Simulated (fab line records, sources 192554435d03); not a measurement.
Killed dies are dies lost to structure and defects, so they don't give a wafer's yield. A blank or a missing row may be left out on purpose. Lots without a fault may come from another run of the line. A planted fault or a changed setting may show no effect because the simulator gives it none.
Chamber matching | flow n5_finfet | N5_BEOL_M10_ILD_DEP_00 on pecvd-02: 3 sister chambers
The step deposits SiCOH lowk from DEMS/porogen, target thk 308.51 nm, time 58 s. 3 wafers are shown with their chamber, then 6 later ones without.

WAFERS WITH THEIR CHAMBER
wafer  | chamber | heater_power_w (W)
L640.6 | 0       | 334
L641.1 | 1       | 242
L641.5 | 2       | 308

WAFERS WITHOUT THEIR CHAMBER
wafer  | heater_power_w (W)
L641.6 | 255
L639.1 | 299
L639.3 | 230
L644.3 | 284
L644.5 | 258
L644.6 | 289

WHICH CHAMBER EACH WENT THROUGH
wafer  | from the rows above          | in truth
L641.6 | 1                            | 1
L639.1 | can't be placed: 2 or 0      | 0
L639.3 | 1                            | 1
L644.3 | can't be placed: 2 or 1 or 0 | 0
L644.5 | 1                            | 1
L644.6 | can't be placed: 2 or 0 or 1 | 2
Placed correctly: 3 of 6. Can't be placed from these rows: 3 (the true chamber is among the candidates in 3). Placed wrongly: 0.
How it was worked out, from the rows above alone: a wafer's distance from a chamber is the root of the sum, over the readings, of the square of ((its reading less the chamber's mean) divided by the reading's scatter). The wafer belongs to the nearest chamber; if the next one is less than 2 further off, it can't be placed. A chamber's mean is the mean of its shown wafers. The scatter: with one shown wafer a chamber, the root of the mean of the squares of how far each hidden wafer lies from its nearest shown one.
